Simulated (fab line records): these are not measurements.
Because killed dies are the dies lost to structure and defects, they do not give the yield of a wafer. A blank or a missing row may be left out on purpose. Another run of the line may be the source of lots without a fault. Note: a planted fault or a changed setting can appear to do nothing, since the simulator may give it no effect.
Which tool is to blame? | flow n5-finfet | Sampling: 24 lots, 72 wafers, 6 of 1938 route steps

## WHAT THE GAUGES READ, wafer by wafer
N5_BEOL_M15_CD_MEAS_10: the cd target is 360 nm. Usual: cd-nm reads 360.4 nm (standard deviation 1.6).
lot  | measured     | on        | cd-nm (nm)        | flag
L074 | day 10 17:35 | cd-sem-01 | 361.2 361.3 360.5 |
L076 | day 10 23:21 | cd-sem-01 | 358.8 357.9 358.0 |
L075 | day 11 00:37 | cd-sem-01 | 360.6 361.8 362.1 |
L077 | day 11 20:17 | cd-sem-02 | 360.1 360.2 358.2 |
L080 | day 11 22:29 | cd-sem-03 | 360.3 360.1 358.6 |
L079 | day 12 03:33 | cd-sem-03 | 362.7 361.0 361.5 |
L078 | day 12 05:50 | cd-sem-01 | 360.1 361.3 362.0 |
L081 | day 12 13:17 | cd-sem-03 | 360.4 360.8 360.4 |
L083 | day 12 18:35 | cd-sem-02 | 361.3 360.0 359.7 |
L082 | day 12 21:33 | cd-sem-01 | 359.6 363.4 359.5 |
L084 | day 12 22:13 | cd-sem-02 | 356.8 359.8 360.2 |
L085 | day 13 09:57 | cd-sem-02 | 358.2 358.4 361.3 |
L086 | day 13 17:41 | cd-sem-02 | 357.3 357.6 357.4 |
L087 | day 13 20:19 | cd-sem-01 | 362.2 358.6 359.4 |
L088 | day 14 10:46 | cd-sem-01 | 361.9 362.9 362.7 |
L090 | day 14 12:44 | cd-sem-03 | 361.7 357.5 358.1 |
L091 | day 14 18:28 | cd-sem-02 | 358.6 358.6 360.0 |
L089 | day 14 19:55 | cd-sem-03 | 358.8 359.9 358.0 |
L092 | day 14 21:42 | cd-sem-02 | 360.2 362.8 362.2 |
L093 | day 15 01:43 | cd-sem-03 | 359.6 360.6 360.9 |
L094 | day 15 04:37 | cd-sem-01 | 358.9 358.5 358.6 |
L095 | day 16 07:20 | cd-sem-03 | 360.9 361.2 360.3 |
L096 | day 16 07:36 | cd-sem-02 | 361.9 362.6 359.8 |
L097 | day 16 21:03 | cd-sem-02 | 362.3 362.1 361.7 |

N5_MIM_BOT_LITHO_OVL_MEAS_11. Usual: for MIM_BOT_OVL the level is 2 nm and the standard deviation is 5.
lot  | measured     | on         | MIM_BOT_OVL (nm) | flag
L074 | day 11 02:27 | overlay-02 | 8 2 4            |
L076 | day 11 07:29 | overlay-01 | 1 5 -3           |
L075 | day 11 11:48 | overlay-01 | 4 -2 2           |
L077 | day 12 05:12 | overlay-02 | -3 7 2           |
L080 | day 12 07:26 | overlay-02 | 3 0 7            |
L079 | day 12 12:24 | overlay-02 | 9 5 7            |
L078 | day 12 14:33 | overlay-01 | -5 -1 2          |
L081 | day 12 23:34 | overlay-02 | -2 1 1           |
L083 | day 13 04:24 | overlay-02 | 7 3 8            |
L082 | day 13 06:17 | overlay-02 | 12 4 0           |
L084 | day 13 07:34 | overlay-02 | 7 0 10           |
L085 | day 13 20:36 | overlay-01 | -1 -6 3          |
L086 | day 14 03:52 | overlay-02 | 10 2 -2          |
L087 | day 14 05:14 | overlay-01 | 0 4 9            |
L088 | day 14 18:53 | overlay-01 | 3 -1 -1          |
L090 | day 14 21:37 | overlay-01 | 7 2 0            |
L091 | day 15 03:59 | overlay-01 | 2 0 -4           |
L089 | day 15 04:17 | overlay-01 | 3 -4 -3          |
L092 | day 15 05:55 | overlay-02 | 5 14 11          |
L093 | day 15 10:17 | overlay-02 | -5 -5 6          |
L094 | day 15 15:32 | overlay-01 | 5 2 4            |
L095 | day 16 16:04 | overlay-01 | 13 -5 -3         |
L096 | day 16 18:46 | overlay-02 | -2 -9 3          |
L097 | day 17 07:35 | overlay-01 | 4 0 4            |

## EACH LOT AND THE TOOL THAT RAN IT (in order: tool; ch and the chambers of the sampled wafers; start)
lot  | N5_BEOL_M14_SPUTTER_44       | N5_BEOL_M15_STRIP_64                          | N5_BEOL_M15_PRE_CLEAN_42     | N5_MIM_TOP_SPUTTER_03
L074 | pvd-sputter-02, day 10 15:52 | rie-diel-05 ch 1,2,3, day 10 20:02 or earlier | pvd-sputter-03, day 10 20:02 | pvd-sputter-01, day 11 01:01
L076 | pvd-sputter-01, day 10 21:38 | rie-diel-03 ch 2,3, day 11 01:59 or earlier   | pvd-sputter-03, day 11 01:59 | pvd-sputter-02, day 11 06:10
L075 | pvd-sputter-01, day 10 22:52 | rie-diel-03 ch 0,3, day 11 05:03 or earlier   | pvd-sputter-02, day 11 05:03 | pvd-sputter-02, day 11 10:26
L077 | pvd-sputter-03, day 11 18:32 | rie-diel-01 ch 0,1, day 11 23:13 or earlier   | pvd-sputter-03, day 11 23:13 | pvd-sputter-02, day 12 03:52
L080 | pvd-sputter-03, day 11 20:40 | rie-diel-03 ch 0,2, day 12 01:22 or earlier   | pvd-sputter-03, day 12 01:22 | pvd-sputter-01, day 12 06:17
L079 | pvd-sputter-01, day 12 01:42 | rie-diel-01 ch 0,1, day 12 07:00 or earlier   | pvd-sputter-01, day 12 07:00 | pvd-sputter-02, day 12 10:16
L078 | pvd-sputter-01, day 12 03:59 | rie-diel-01 ch 0,1,3, day 12 08:37 or earlier | pvd-sputter-01, day 12 08:37 | pvd-sputter-02, day 12 12:32
L081 | pvd-sputter-01, day 12 11:33 | rie-diel-03 ch 1,2,3, day 12 16:14 or earlier | pvd-sputter-03, day 12 16:14 | pvd-sputter-01, day 12 22:13
L083 | pvd-sputter-02, day 12 16:52 | rie-diel-01 ch 0,1,2, day 12 22:29 or earlier | pvd-sputter-01, day 12 22:29 | pvd-sputter-02, day 13 02:59
L082 | pvd-sputter-02, day 12 19:42 | rie-diel-01 ch 0,2,3, day 13 00:13 or earlier | pvd-sputter-01, day 13 00:13 | pvd-sputter-03, day 13 04:53
L084 | pvd-sputter-02, day 12 20:22 | rie-diel-05 ch 0,2, day 13 00:56 or earlier   | pvd-sputter-01, day 13 00:56 | pvd-sputter-01, day 13 05:44
L085 | pvd-sputter-01, day 13 08:03 | rie-diel-05 ch 0,2,3, day 13 14:51 or earlier | pvd-sputter-02, day 13 14:51 | pvd-sputter-03, day 13 18:58
L086 | pvd-sputter-03, day 13 15:49 | rie-diel-03 ch 0,1,2, day 13 21:15 or earlier | pvd-sputter-02, day 13 21:15 | pvd-sputter-02, day 14 02:16
L087 | pvd-sputter-03, day 13 18:35 | rie-diel-05 ch 1,2, day 14 00:14 or earlier   | pvd-sputter-01, day 14 00:14 | pvd-sputter-03, day 14 04:05
L088 | pvd-sputter-01, day 14 09:01 | rie-diel-01 ch 1,2,3, day 14 13:27 or earlier | pvd-sputter-03, day 14 13:27 | pvd-sputter-02, day 14 17:41
L090 | pvd-sputter-03, day 14 10:56 | rie-diel-03 ch 0,1,2, day 14 16:05 or earlier | pvd-sputter-01, day 14 16:05 | pvd-sputter-03, day 14 19:58
L091 | pvd-sputter-01, day 14 16:37 | rie-diel-03 ch 0,2,3, day 14 21:23 or earlier | pvd-sputter-02, day 14 21:23 | pvd-sputter-01, day 15 02:37
L089 | pvd-sputter-02, day 14 17:55 | rie-diel-01 ch 0,1,2, day 14 22:38 or earlier | pvd-sputter-03, day 14 22:38 | pvd-sputter-01, day 15 03:08
L092 | pvd-sputter-03, day 14 19:28 | rie-diel-03 ch 2,3, day 15 00:05 or earlier   | pvd-sputter-01, day 15 00:05 | pvd-sputter-02, day 15 04:46
L093 | pvd-sputter-02, day 14 23:40 | rie-diel-03 ch 2,3, day 15 05:04 or earlier   | pvd-sputter-02, day 15 05:04 | pvd-sputter-01, day 15 09:00
L094 | pvd-sputter-03, day 15 02:53 | rie-diel-01 ch 1,2, day 15 10:01 or earlier   | pvd-sputter-01, day 15 10:01 | pvd-sputter-03, day 15 14:19
L095 | pvd-sputter-02, day 16 05:37 | rie-diel-05 ch 0,1,2, day 16 11:32 or earlier | pvd-sputter-03, day 16 11:32 | pvd-sputter-01, day 16 14:47
L096 | pvd-sputter-03, day 16 05:39 | rie-diel-05 ch 1,2,3, day 16 12:24 or earlier | pvd-sputter-02, day 16 12:24 | pvd-sputter-02, day 16 17:29
L097 | pvd-sputter-02, day 16 19:01 | rie-diel-03 ch 0,2,3, day 17 01:34 or earlier | pvd-sputter-02, day 17 01:34 | pvd-sputter-02, day 17 06:20
- N5_BEOL_M14_SPUTTER_44: material Ta, target thk 15 nm, time 24.19 s.
- N5_BEOL_M15_STRIP_64: strips in O2.
- N5_BEOL_M15_PRE_CLEAN_42: time 30 s.
- N5_MIM_TOP_SPUTTER_03: material TiN, target thk 35 nm, time 89.7 s.

## AS READ BY THE TOOLS THEMSELVES (means over the sampled wafers that have a number; for cases with no such wafer, the mark the record gives instead)
N5_BEOL_M14_SPUTTER_44. Usual: cathode-dc-power-W 15000 W, standard deviation 2.8; throttle-valve-pct 29.6 %, standard deviation 1.2.
lot  | tool           | cathode-dc-power-W (W) | throttle-valve-pct (%) | flag
L074 | pvd-sputter-02 | 15000                  | 29.6                   |
L076 | pvd-sputter-01 | 15001                  | 29.2                   |
L075 | pvd-sputter-01 | 14999                  | 29.0                   |
L077 | pvd-sputter-03 | 15002                  | 29.1                   |
L080 | pvd-sputter-03 | 14997                  | 30.4                   |
L079 | pvd-sputter-01 | 14999                  | 28.9                   |
L078 | pvd-sputter-01 | 14999                  | 28.8                   |
L081 | pvd-sputter-01 | 15000                  | 28.9                   |
L083 | pvd-sputter-02 | 14996                  | 29.5                   |
L082 | pvd-sputter-02 | 14999                  | 28.8                   |
L084 | pvd-sputter-02 | 14998                  | 29.7                   |
L085 | pvd-sputter-01 | 15002                  | 29.8                   |
L086 | pvd-sputter-03 | 14998                  | 30.2                   |
L087 | pvd-sputter-03 | 15002                  | 29.3                   |
L088 | pvd-sputter-01 | 14999                  | 28.8                   |
L090 | pvd-sputter-03 | 15001                  | 30.2                   |
L091 | pvd-sputter-01 | 15001                  | 29.0                   |
L089 | pvd-sputter-02 | 15002                  | 28.6                   |
L092 | pvd-sputter-03 | 14999                  | 31.0                   |
L093 | pvd-sputter-02 | 14997                  | 29.2                   |
L094 | pvd-sputter-03 | 14999                  | 31.4                   |
L095 | pvd-sputter-02 | 14998                  | 28.7                   |
L096 | pvd-sputter-03 | 14997                  | 30.5                   |
L097 | pvd-sputter-02 | 15001                  | 29.4                   |

N5_BEOL_M15_STRIP_64. Usual: drypump-motor-current-A 5.6 A, standard deviation 0.51; oes-product-au 0.79 a.u., standard deviation 0.086; rf-vpp-V 3.6 V, standard deviation 0.47; showerhead-plenum-p-Torr 2.09 Torr, standard deviation 0.077; throttle-valve-pct 16.66 %, standard deviation 0.19.
lot  | tool        | drypump-motor-current-A (A) | oes-product-au (a.u.) | rf-vpp-V (V) | showerhead-plenum-p-Torr (Torr) | throttle-valve-pct (%) | flag
L074 | rie-diel-05 | 6.2                         | 0.77                  | 3.8          | 2.19                            | 16.45                  |
L076 | rie-diel-03 | 5.3                         | 0.71                  | 3.6          | 2.12                            | 16.81                  |
L075 | rie-diel-03 | 5.7                         | 0.71                  | 3.3          | 2.12                            | 16.86                  |
L077 | rie-diel-01 | 5.5                         | 0.83                  | 3.4          | 2.13                            | 16.74                  |
L080 | rie-diel-03 | 5.6                         | 0.72                  | 3.4          | 2.06                            | 16.85                  |
L079 | rie-diel-01 | 5.5                         | 0.83                  | 3.9          | 2.12                            | 16.75                  |
L078 | rie-diel-01 | 5.4                         | 0.77                  | 3.6          | 2.07                            | 16.72                  |
L081 | rie-diel-03 | 5.5                         | 0.86                  | 3.8          | 2.07                            | 16.54                  |
L083 | rie-diel-01 | 5.2                         | 0.87                  | 3.6          | 2.09                            | 16.72                  |
L082 | rie-diel-01 | 5.1                         | 0.82                  | 3.4          | 2.04                            | 16.70                  |
L084 | rie-diel-05 | 6.4                         | 0.76                  | 3.4          | 2.11                            | 16.47                  |
L085 | rie-diel-05 | 6.1                         | 0.73                  | 3.2          | 2.10                            | 16.58                  |
L086 | rie-diel-03 | 5.7                         | 0.76                  | 3.8          | 2.04                            | 16.75                  |
L087 | rie-diel-05 | 6.6                         | 0.78                  | 3.8          | 2.19                            | 16.38                  |
L088 | rie-diel-01 | 5.4                         | 0.80                  | 3.7          | 2.05                            | 16.73                  |
L090 | rie-diel-03 | 5.7                         | 0.75                  | 3.8          | 2.04                            | 16.76                  |
L091 | rie-diel-03 | 5.5                         | 0.78                  | 2.9          | 2.08                            | 16.70                  |
L089 | rie-diel-01 | 5.2                         | 0.85                  | 3.7          | 2.09                            | 16.75                  |
L092 | rie-diel-03 | 5.3                         | 0.85                  | 3.5          | 2.11                            | 16.52                  |
L093 | rie-diel-03 | 5.3                         | 0.85                  | 4.1          | 2.11                            | 16.52                  |
L094 | rie-diel-01 | 5.5                         | 0.83                  | 3.7          | 2.09                            | 16.78                  |
L095 | rie-diel-05 | 6.2                         | 0.75                  | 3.1          | 2.10                            | 16.55                  |
L096 | rie-diel-05 | 6.2                         | 0.80                  | 3.8          | 2.18                            | 16.37                  |
L097 | rie-diel-03 | 5.5                         | 0.76                  | 3.2          | 2.08                            | 16.72                  |

N5_BEOL_M15_PRE_CLEAN_42. Usual: heater-power-w reads 464 W (standard deviation 35).
lot  | tool           | heater-power-w (W) | flag
L074 | pvd-sputter-03 | 478                |
L076 | pvd-sputter-03 | 496                |
L075 | pvd-sputter-02 | 452                |
L077 | pvd-sputter-03 | 471                |
L080 | pvd-sputter-03 | 483                |
L079 | pvd-sputter-01 | 462                |
L078 | pvd-sputter-01 | 440                |
L081 | pvd-sputter-03 | 499                |
L083 | pvd-sputter-01 | 436                |
L082 | pvd-sputter-01 | 441                |
L084 | pvd-sputter-01 | 465                |
L085 | pvd-sputter-02 | 425                |
L086 | pvd-sputter-02 | 448                |
L087 | pvd-sputter-01 | 474                |
L088 | pvd-sputter-03 | 498                |
L090 | pvd-sputter-01 | 469                |
L091 | pvd-sputter-02 | 452                |
L089 | pvd-sputter-03 | 481                |
L092 | pvd-sputter-01 | 484                |
L093 | pvd-sputter-02 | 452                |
L094 | pvd-sputter-01 | 452                |
L095 | pvd-sputter-03 | 471                |
L096 | pvd-sputter-02 | 446                |
L097 | pvd-sputter-02 | 443                |

N5_MIM_TOP_SPUTTER_03. Usual: cathode-dc-power-W 3000.0 W, standard deviation 0.57; throttle-valve-pct 29.4 %, standard deviation 1.1.
lot  | tool           | cathode-dc-power-W (W) | throttle-valve-pct (%) | flag
L074 | pvd-sputter-01 | 3000.2                 | 29.2                   |
L076 | pvd-sputter-02 | 2999.8                 | 30.4                   |
L075 | pvd-sputter-02 | 3000.9                 | 28.6                   |
L077 | pvd-sputter-02 | 2999.8                 | 28.8                   |
L080 | pvd-sputter-01 | 2999.4                 | 28.4                   |
L079 | pvd-sputter-02 | 3000.2                 | 29.3                   |
L078 | pvd-sputter-02 | 2999.9                 | 29.6                   |
L081 | pvd-sputter-01 | 2999.6                 | 29.0                   |
L083 | pvd-sputter-02 | 2999.9                 | 29.3                   |
L082 | pvd-sputter-03 | 3000.2                 | 30.4                   |
L084 | pvd-sputter-01 | 3000.0                 | 28.8                   |
L085 | pvd-sputter-03 | 3000.1                 | 31.0                   |
L086 | pvd-sputter-02 | 3000.3                 | 29.6                   |
L087 | pvd-sputter-03 | 2999.8                 | 30.3                   |
L088 | pvd-sputter-02 | 2999.7                 | 29.5                   |
L090 | pvd-sputter-03 | 3000.0                 | 30.9                   |
L091 | pvd-sputter-01 | 3000.1                 | 29.2                   |
L089 | pvd-sputter-01 | 3000.2                 | 28.8                   |
L092 | pvd-sputter-02 | 2999.7                 | 29.4                   |
L093 | pvd-sputter-01 | 3000.0                 | 29.2                   |
L094 | pvd-sputter-03 | 2999.7                 | 29.2                   |
L095 | pvd-sputter-01 | 3000.4                 | 29.0                   |
L096 | pvd-sputter-02 | 2999.5                 | 29.6                   |
L097 | pvd-sputter-02 | 3000.3                 | 29.4                   |

## THE ANSWER, worked out from the rows above alone
Rule: take the mean of a lot's wafers that have a number; if it is more than 3 standard deviations from the usual mean, the lot is off. Also off: a lot with no number at a reading for which 4 or more lots have one. All remaining lots with rows at the step are treated as sound. The gauges are gone through in route order, then the tools' own readings, and for those a lot's mean is taken as printed above. The first step at which some lot is off is used, and at that step the reading that is off furthest; a lot without a number counts as furthest.
Nothing can be told from this: no lot is off at any reading shown.

## WHAT WAS PUT IN BY THE SIMULATOR
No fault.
